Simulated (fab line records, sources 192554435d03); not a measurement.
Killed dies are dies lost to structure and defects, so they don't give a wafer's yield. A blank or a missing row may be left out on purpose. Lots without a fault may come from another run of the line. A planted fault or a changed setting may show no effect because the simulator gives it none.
Which tool did it? | flow n5_finfet | 9 lots, 25 wafers sampled, at 5 steps of a route of 1938

WHAT THE GAUGES READ, wafer by wafer
N5_MOL_CONTACT_COAG_INSPECT_97: inspects for defects (darkfield).
lot  | measured     | on                | raw_defect_count
L238 | day 6 03:43  | defect_inspect-01 | 52 23 42
L240 | day 6 16:00  | defect_inspect-01 | 34 51 42
L241 | day 6 19:53  | defect_inspect-01 | 41 36 29
L244 | day 7 20:58  | defect_inspect-02 | 31 49 39
L249 | day 8 19:54  | defect_inspect-02 | 763 55
L250 | day 9 08:57  | defect_inspect-01 | 51 30 31
L253 | day 9 23:14  | defect_inspect-02 | 1010 72
L256 | day 10 12:33 | defect_inspect-02 | 49 36 34
L257 | day 10 22:58 | defect_inspect-02 | 28 58 30

WHICH TOOL RAN EACH LOT (tool, then ch and the chambers of the sampled wafers, then the start)
lot  | N5_MOL_CONTACT_COAG_ETCHBACK_134   | N5_MOL_CONTACT_COAG_ETCH_124       | N5_MOL_CONTACT_COAG_STRIP_49         | N5_MOL_CONTACT_COAG_CMP_52
L238 | rie_diel-01 ch 2,3, day 5 22:54    | rie_diel-01 ch 2,3, day 5 23:05    | plasma_asher-01 ch 0,1, day 5 23:16  | cmp-01 ch 0,2, day 5 23:52
L240 | rie_diel-04 ch 0,2,3, day 6 11:41  | rie_diel-04 ch 0,2,3, day 6 11:53  | plasma_asher-02 ch 1, day 6 12:03    | cmp-03 ch 0,1,3, day 6 12:39
L241 | rie_diel-04 ch 0,1,3, day 6 15:33  | rie_diel-04 ch 0,1,3, day 6 15:44  | plasma_asher-01 ch 0,1, day 6 15:55  | cmp-01 ch 0,2,3, day 6 16:33
L244 | rie_diel-04 ch 0,1,3, day 7 16:40  | rie_diel-04 ch 0,1,3, day 7 16:50  | plasma_asher-01 ch 0,1, day 7 17:01  | cmp-01 ch 0,1,3, day 7 17:37
L249 | rie_diel-01 ch 0,3, day 8 15:34    | rie_diel-01 ch 0,3, day 8 15:45    | plasma_asher-01 ch 0,1, day 8 15:56  | cmp-01 ch 2,3, day 8 16:38
L250 | rie_diel-03 ch 0,1, day 9 04:38    | rie_diel-03 ch 0,1, day 9 04:50    | plasma_asher-02 ch 0,1, day 9 05:00  | cmp-03 ch 0,1,2, day 9 05:43
L253 | rie_diel-04 ch 0,1, day 9 18:55    | rie_diel-04 ch 0,1, day 9 19:07    | plasma_asher-01 ch 0,1, day 9 19:17  | cmp-01 ch 0,1, day 9 19:58
L256 | rie_diel-03 ch 0,1,2, day 10 08:14 | rie_diel-03 ch 0,1,2, day 10 08:25 | plasma_asher-02 ch 0,1, day 10 08:36 | cmp-04 ch 0,1,2, day 10 09:12
L257 | rie_diel-01 ch 0,2,3, day 10 18:37 | rie_diel-01 ch 0,2,3, day 10 18:48 | plasma_asher-02 ch 0,1, day 10 18:58 | cmp-03 ch 1,2,3, day 10 19:37
- N5_MOL_CONTACT_COAG_ETCHBACK_134: etches SiO2 in CHF3, target depth 10 nm, time 6.7 s.
- N5_MOL_CONTACT_COAG_ETCH_124: etches SiNx in CH3F/O2, stops on SiOC, target depth 6.5 nm.
- N5_MOL_CONTACT_COAG_STRIP_49: strips in N2/H2, time 30 s.
- N5_MOL_CONTACT_COAG_CMP_52: polishes, stops on SiO2, t overpolish 1.5 s, target thk 66.5 nm.

THE ANSWER, worked out from the rows above alone
Rule: what is usual is taken from the lots themselves. Put in order of their means at a reading, lots are off if they are a third of the lots or fewer, leave a main group of 4 or more, and stand apart from it by a gap of 3 or more times the standard deviation of the main group's means; of several such gaps the widest counts. A main group whose means are all the same, to the digits that the tables above print for the reading, isn't used. A lot without any number at a reading at which 4 lots or more have one is off too. The other lots that the step has rows for count as sound.
Off: L249, L253, at N5_MOL_CONTACT_COAG_INSPECT_97 (raw_defect_count). The main group: mean 39, standard deviation 2.
A tool fits if, at a process step before that reading, it ran every lot that is off, and no sound lot after the first of them. The gauges at N5_MOL_CONTACT_COAG_INSPECT_97 are tried like those tools. Can't be told from this: 2 tools fit, plasma_asher-01 at N5_MOL_CONTACT_COAG_STRIP_49, cmp-01 at N5_MOL_CONTACT_COAG_CMP_52.

WHAT THE SIMULATOR HAD PUT IN
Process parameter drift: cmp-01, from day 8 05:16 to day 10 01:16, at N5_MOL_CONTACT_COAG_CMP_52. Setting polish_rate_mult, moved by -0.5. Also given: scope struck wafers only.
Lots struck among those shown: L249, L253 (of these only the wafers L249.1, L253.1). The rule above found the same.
